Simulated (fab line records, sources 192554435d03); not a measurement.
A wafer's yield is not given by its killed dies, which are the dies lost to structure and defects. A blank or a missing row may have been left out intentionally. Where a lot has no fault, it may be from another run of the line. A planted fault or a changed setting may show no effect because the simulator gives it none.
Chamber matching -- flow n5-finfet -- 4 sister chambers for N5_BEOL_M3_ALD_84 on ald-metal-02
The step deposits TaN, pulse time 2 s, purge time 3 s, co reactant purge time 2 s. 4 wafers are shown with their chamber, then 9 later ones without.

== WAFERS PAIRED WITH THEIR CHAMBERS ==
wafer,chamber,heater-power-w (W)
L084.2,1,411
L085.2,3,385
L085.3,2,398
L085.4,0,453

== WAFERS WITHOUT THEIR CHAMBER ==
wafer,heater-power-w (W)
L089.3,390
L089.5,428
L089.6,390
L093.3,427
L093.4,378
L093.6,382
L096.2,393
L096.4,385
L096.5,395

== THE CHAMBER EACH PASSED THROUGH ==
wafer,from the rows above,in truth
L089.3,can't be placed: 3 or 2 or 1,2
L089.5,can't be placed: 1 or 0 or 2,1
L089.6,can't be placed: 3 or 2 or 1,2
L093.3,can't be placed: 1 or 0 or 2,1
L093.4,can't be placed: 3 or 2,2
L093.6,can't be placed: 3 or 2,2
L096.2,can't be placed: 2 or 3 or 1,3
L096.4,can't be placed: 3 or 2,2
L096.5,can't be placed: 2 or 3 or 1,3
Correctly placed: 0 of 9. Cannot be placed on the basis of these rows: 9; the candidates contain the true chamber in 9. Placed wrongly: 0.
How it was worked out, from the rows above alone: a wafer's distance from a chamber is the root of the sum, over the readings, of the square of ((its reading less the chamber's mean) divided by the reading's scatter). The wafer belongs to the nearest chamber; if the next one is less than 2 further off, it can't be placed. The mean given for a chamber averages the wafers shown for that chamber. The scatter: root of mean squared gap, hidden wafer to nearest shown wafer, with one shown wafer a chamber.
